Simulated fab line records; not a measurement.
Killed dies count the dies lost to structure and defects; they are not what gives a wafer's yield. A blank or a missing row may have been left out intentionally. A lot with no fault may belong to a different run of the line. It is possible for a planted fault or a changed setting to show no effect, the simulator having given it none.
Chamber matching ; flow n5-finfet ; rie-si-02 running N5_BEOL_M0_SAQP_ETCH_102: 4 sister chambers
The step etches SiO2 in CF4, target depth 4 nm, time 4.4 s. 4 wafers are shown with their chamber, then 12 later ones without.

== EACH WAFER AND ITS CHAMBER ==
wafer;chamber;drypump-motor-current-A (A)
L085.2;1;6.0
L086.2;0;5.9
L086.5;3;5.9
L086.6;2;5.5

== WAFERS WITHOUT THEIR CHAMBER ==
wafer;drypump-motor-current-A (A)
L090.1;5.5
L090.3;6.0
L090.5;5.5
L091.1;5.8
L091.2;6.0
L091.4;5.9
L094.2;5.8
L094.3;6.0
L094.5;5.9
L097.2;5.5
L097.4;5.8
L097.5;5.9

== WHICH CHAMBER EACH WENT THROUGH ==
wafer;from the rows above;in truth
L090.1;2;2
L090.3;can't be placed: 1 or 0 or 3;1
L090.5;2;2
L091.1;can't be placed: 0 or 3 or 1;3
L091.2;can't be placed: 1 or 0 or 3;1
L091.4;can't be placed: 0 or 3 or 1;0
L094.2;can't be placed: 0 or 3 or 1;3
L094.3;can't be placed: 1 or 0 or 3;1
L094.5;can't be placed: 0 or 3 or 1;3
L097.2;2;2
L097.4;can't be placed: 0 or 3 or 1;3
L097.5;can't be placed: 0 or 3 or 1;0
Placed correctly: 3 of 12. Not placeable from these rows: 9 (in 9, the candidates include the true chamber). 0 placed wrongly.
How it was worked out, from the rows above alone: a wafer's distance from a chamber is the root of the sum, over the readings, of the square of ((its reading less the chamber's mean) divided by the reading's scatter). The wafer belongs to the nearest chamber; if the next one is less than 2 further off, it can't be placed. For every chamber, the mean is computed from those of its wafers that are shown. The scatter (one wafer shown for each chamber): square how far every hidden wafer sits from the nearest shown wafer, average those squares and take the square root.
